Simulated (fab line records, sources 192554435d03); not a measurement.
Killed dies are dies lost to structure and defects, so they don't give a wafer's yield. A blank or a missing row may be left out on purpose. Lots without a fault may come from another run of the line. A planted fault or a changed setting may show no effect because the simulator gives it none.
Split-lot experiment | flow n5_finfet | 7 lots, 21 wafers read, on a route of 1938 steps

THE SPLIT
At N5_BEOL_M5_DEP_56 (deposits SiCN from 3MS/NH3, target thk 8 nm, time 14 s), the setting time_s was moved away from the recipe's 14 s on 9 of the 21 wafers read, by -14.2% to +14.2%. The other wafers ran this setting at the recipe's value.

The reading is taken at the split's own step.

THE READING
SiCN_of_BEOL_M5_DEP_56.thk_nm (the simulator's own value, which no gauge read), in nm, at N5_BEOL_M5_DEP_56 (deposits SiCN from 3MS/NH3, target thk 8 nm, time 14 s). The file gives no usual value for it. The 12 wafers here that ran the recipe average 8.0 nm, standard deviation 0.14 nm.

wafer  | tool, chamber at the split | time_s as run, s | against the recipe | SiCN_of_BEOL_M5_DEP_56.thk_nm, nm | against lot-mates on the recipe
L075.1 | pecvd-03, 0                | 12.36            | -11.7%             | 7                                 | -1.0
L075.2 | pecvd-03, 1                | 14               | recipe             | 8                                 | -
L075.3 | pecvd-03, 2                | 12.36            | -11.7%             | 7.2                               | -0.8
L076.3 | pecvd-03, 0                | 15.99            | +14.2%             | 9                                 | +0.8
L076.4 | pecvd-03, 0                | 14               | recipe             | 8.2                               | -
L076.5 | pecvd-03, 1                | 15.99            | +14.2%             | 9.2                               | +1.0
L087.1 | pecvd-01, 0                | 14.72            | +5.1%              | 8.2                               | +0.2
L087.5 | pecvd-01, 0                | 14.72            | +5.1%              | 8.4                               | +0.4
L087.6 | pecvd-01, 2                | 14               | recipe             | 8                                 | -
L090.2 | pecvd-02, 1,0              | 14               | recipe             | 8                                 | -
L090.5 | pecvd-02, 1,0              | 14               | recipe             | 8                                 | -
L090.6 | pecvd-02, 2                | 14               | recipe             | 8.2                               | -
L092.2 | pecvd-01, 1                | 15.14            | +8.1%              | 8.8                               | +0.8
L092.3 | pecvd-01, 0                | 14               | recipe             | 7.8                               | -
L092.6 | pecvd-01, 1                | 14               | recipe             | 8.2                               | -
L093.1 | pecvd-01, 0,2              | 12.01            | -14.2%             | 6.8                               | -1.0
L093.6 | pecvd-01, 0,2              | 12.01            | -14.2%             | 6.8                               | -1.0
L093.2 | pecvd-01, 2                | 14               | recipe             | 7.8                               | -
L094.2 | pecvd-01, 1                | 14               | recipe             | 8.2                               | -
L094.6 | pecvd-01, 1                | 14               | recipe             | 8.2                               | -
L094.4 | pecvd-01, 0                | 14               | recipe             | 8                                 | -
Where a row lists several chambers, the file gives one row for several wafers and doesn't say which wafer went through which chamber.

THE FIT
A straight line over all 21 wafers: SiCN_of_BEOL_M5_DEP_56.thk_nm changes by +0.08 nm for each +1% of time_s; r = +0.98; the points scatter about the line by 0.14 nm.
The same after taking each lot's own level away (the mean of its wafers on the recipe; 21 wafers): +0.0704 nm for each +1%; r = +0.98; scatter 0.12 nm.
On that fit, the largest move of time_s shifts the reading by 1 nm.
The lots' own levels span 7.80 to 8.20 nm, that is 2.8 times the standard deviation above.
So the lot-to-lot level changes the slope: the two fits differ.
Check: with one of the wafers moved furthest among these (+14.2%) left out of the fit, the line predicts +1.04 nm for it against its lot-mates. It came out at +0.8 nm against them.

OTHER SPLITS ON THESE WAFERS
These wafers also went through other splits before the reading. Each is held against what the fit with the lots' levels taken away leaves over:
other split on the same wafers | wafers away from the commonest value | r with SiCN_of_BEOL_M5_DEP_56.thk_nm (lot level and that fit taken away)
N5_BEOL_M4_DESCUM_33 time_s    | 9                                    | -0.19
N5_BEOL_M5_COAT_74 spin_rpm    | 8                                    | -0.17
N5_BEOL_M5_EXPOSE_25 dose_mj   | 6                                    | -0.15

THE FILE'S OWN FIT
SiCN_of_BEOL_M5_DEP_56.thk_nm changes by +0.0719 nm for each +1% of time_s, r = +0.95.
